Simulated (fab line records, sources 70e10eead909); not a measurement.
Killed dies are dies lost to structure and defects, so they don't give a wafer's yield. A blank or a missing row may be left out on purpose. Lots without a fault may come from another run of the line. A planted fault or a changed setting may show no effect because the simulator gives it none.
A struck lot beside a sound one | flow nand_harc | 36 steps out of a route of 1159
Sound: wafers L636.2, L636.4, L636.5. Struck: wafers L644.1, L644.4, L644.5. The cause comes at the end.
At each step with rows: each side's tool, then ch and its chambers, then its first start. Under that, the readings that differ: sound wafers | struck wafers | difference of the means | sigmas: that difference in standard deviations of wafers without a fault.
alike: readings whose means differ by less than 2 such deviations, and words and numbers that are the same on both sides. not compared: withheld readings, readings that some wafer has no value for, bounds like >300 that may hide the same value, and numbers for which the record gives no deviation and whose values overlap.
The two part at a step that has a row with sigmas, a row that says differs or no value, or rows on one side only. Numbers that don't overlap but have no deviation are shown without sigmas and don't part them. A reading that every wafer of one side lacks parts them only if that side has two wafers or more.

first, 4 steps without rows for these wafers: NHARC_A_STAIRCASE_PRECLEAN_318 (cleans in SC1); NHARC_A_STAIRCASE_SRD_329; NHARC_A_STAIRCASE_ALD_415 (deposits SiO2, target thk 30 nm, pulse time 6 s, ald cycles 300); NHARC_A_STAIRCASE_ETCHBACK_416 (etches the open film in C4F8/O2/Ar, target depth 36 nm, time 7.2 s).
NHARC_A_STAIRCASE_STRIP_476: strips in O2, time 20 s.
  sound on rie_diel-08 ch 0,2,3, day 13 07:04; struck on rie_diel-01 ch 0,1,2, day 15 03:41
  alike: drypump_motor_current_A, oes_product_au, rf_vpp_V, showerhead_plenum_p_Torr, throttle_valve_pct
  not compared: rf_hours_counter_h
then, 6 steps without rows for these wafers: NHARC_A_STAIRCASE_DEP_417 (deposits Si3N4, target thk 60 nm); NHARC_A_STAIRCASE_WET_418 (chemistry H3PO4, target depth 20 nm); NHARC_A_STAIRCASE_PRECLEAN_419 (cleans in SC1); NHARC_A_STAIRCASE_SRD_421; NHARC_A_STAIRCASE_ALD_420 (deposits SiO2, target thk 20 nm, pulse time 6 s, ald cycles 200); NHARC_A_STAIRCASE_CVD_552 (deposits SiNx, target thk 40 nm).
NHARC_A_STAIRCASE_DEP_151: deposits SiO2, target thk 3800 nm.
  sound on pecvd-02 ch 0,1, day 13 18:38; struck on pecvd-01 ch 1,2, day 15 13:08
  alike: heater_power_w
  not compared: since_wet_clean_h
then, 1 step without rows for these wafers: NHARC_A_STAIRCASE_ANNEAL_320 (time 1800 s).
NHARC_A_STAIRCASE_DEP_322: deposits SiO2, target thk 3800 nm.
  sound on pecvd-01 ch 0,1,2, day 14 01:29; struck on pecvd-02 ch 1,2, day 15 18:35
  alike: heater_power_w
  not compared: since_wet_clean_h
then, 1 step without rows for these wafers: NHARC_A_STAIRCASE_ANNEAL_323 (time 1800 s).
NHARC_A_STAIRCASE_DEP_325: deposits SiO2, target thk 3800 nm.
  sound on pecvd-02 ch 0,1,2, day 14 09:31; struck on pecvd-01 ch 0,1,2, day 16 04:04
  alike: heater_power_w
  not compared: since_wet_clean_h
then, 12 steps without rows for these wafers: NHARC_A_STAIRCASE_ANNEAL_326 (time 1800 s); NHARC_A_STAIRCASE_DEHYDRATE_433 (time 120 s); NHARC_A_STAIRCASE_HMDS_434 (time 30 s); NHARC_A_STAIRCASE_COAT_435; NHARC_A_STAIRCASE_SOFTBAKE_436 (time 170 s); NHARC_A_STAIRCASE_EBR_437; NHARC_A_STAIRCASE_EXPOSE_438 (exposes mask STAIR REV); NHARC_A_STAIRCASE_PEB_439 (peb time 130 s); NHARC_A_STAIRCASE_DEVELOP_440 (time 140 s); NHARC_A_STAIRCASE_HARDBAKE_442 (time 140 s); NHARC_A_STAIRCASE_DESCUM_443 (chemistry O2, time 3 s); NHARC_A_STAIRCASE_ETCH_444 (etches the open film in C4F8/O2, target depth 10200 nm, time 3400 s).
NHARC_A_STAIRCASE_STRIP_446: strips in O2.
  sound on plasma_asher-02 ch 1, day 14 21:32; struck on plasma_asher-02 ch 0,1, day 16 15:40
  alike: drypump_motor_current_A, heater_power_w, temp_c
  not compared: rf_hours_counter_h
then, 3 steps without rows for these wafers: NHARC_A_STAIRCASE_STRIP_447 (strips in SPM, time 900 s); NHARC_A_STAIRCASE_PRECLEAN_448 (cleans in SC1); NHARC_A_STAIRCASE_SRD_449.
NHARC_A_STAIRCASE_CMP_450: polishes SiO2, target thk 200 nm.
  sound on cmp-02 ch 1,2, day 14 22:20; struck on cmp-04 ch 1,2,3, day 16 16:26
  alike: motor_current_A
then, 2 steps without rows for these wafers: NHARC_A_STAIRCASE_CMP_152 (polishes); NHARC_A_STAIRCASE_SRD_154.
-- the record jumps here: 6 days lie between the struck wafers' starts before and after (it left off in module A_STAIRCASE and takes up again in module END, whose first step shown is number 1159 of the route) --
NHARC_END_SORT_01:
  the record has rows for the struck wafers here (prober-01 ch 0, day 22 17:34) and none for the sound ones

WHERE THEY PART
Only at NHARC_END_SORT_01, within this record.

WHY: what the simulator had put in
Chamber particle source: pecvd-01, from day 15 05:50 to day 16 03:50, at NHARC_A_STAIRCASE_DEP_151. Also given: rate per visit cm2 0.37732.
